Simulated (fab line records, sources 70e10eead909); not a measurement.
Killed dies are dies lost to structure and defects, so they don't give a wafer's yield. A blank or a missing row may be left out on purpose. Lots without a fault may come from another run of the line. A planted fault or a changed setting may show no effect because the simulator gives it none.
Chamber matching | flow nand_harc | NHARC_A_CONTACT_DESCUM_13 on rie_diel-05: 4 sister chambers
The step chemistry O2, time 3 s. 4 wafers are shown with their chamber, then 11 later ones without.

WAFERS WITH THEIR CHAMBER
wafer  | chamber | drypump_motor_current_A (A)
L740.1 | 2       | 6.10
L740.5 | 1       | 5.98
L740.6 | 0       | 5.72
L741.2 | 3       | 5.69

WAFERS WITHOUT THEIR CHAMBER
wafer  | drypump_motor_current_A (A)
L741.5 | 5.99
L741.6 | 5.70
L743.2 | 5.96
L743.5 | 6.04
L743.6 | 5.69
L745.2 | 5.71
L745.4 | 5.97
L745.6 | 5.95
L746.3 | 5.70
L746.4 | 5.97
L746.5 | 5.70

WHICH CHAMBER EACH WENT THROUGH
wafer  | from the rows above     | in truth
L741.5 | 1                       | 1
L741.6 | can't be placed: 3 or 0 | 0
L743.2 | 1                       | 1
L743.5 | can't be placed: 1 or 2 | 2
L743.6 | can't be placed: 3 or 0 | 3
L745.2 | can't be placed: 0 or 3 | 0
L745.4 | 1                       | 1
L745.6 | 1                       | 1
L746.3 | can't be placed: 3 or 0 | 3
L746.4 | 1                       | 1
L746.5 | can't be placed: 3 or 0 | 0
Placed correctly: 5 of 11. Can't be placed from these rows: 6 (the true chamber is among the candidates in 6). Placed wrongly: 0.
How it was worked out, from the rows above alone: a wafer's distance from a chamber is the root of the sum, over the readings, of the square of ((its reading less the chamber's mean) divided by the reading's scatter). The wafer belongs to the nearest chamber; if the next one is less than 2 further off, it can't be placed. A chamber's mean is the mean of its shown wafers. The scatter: with one shown wafer a chamber, the root of the mean of the squares of how far each hidden wafer lies from its nearest shown one.
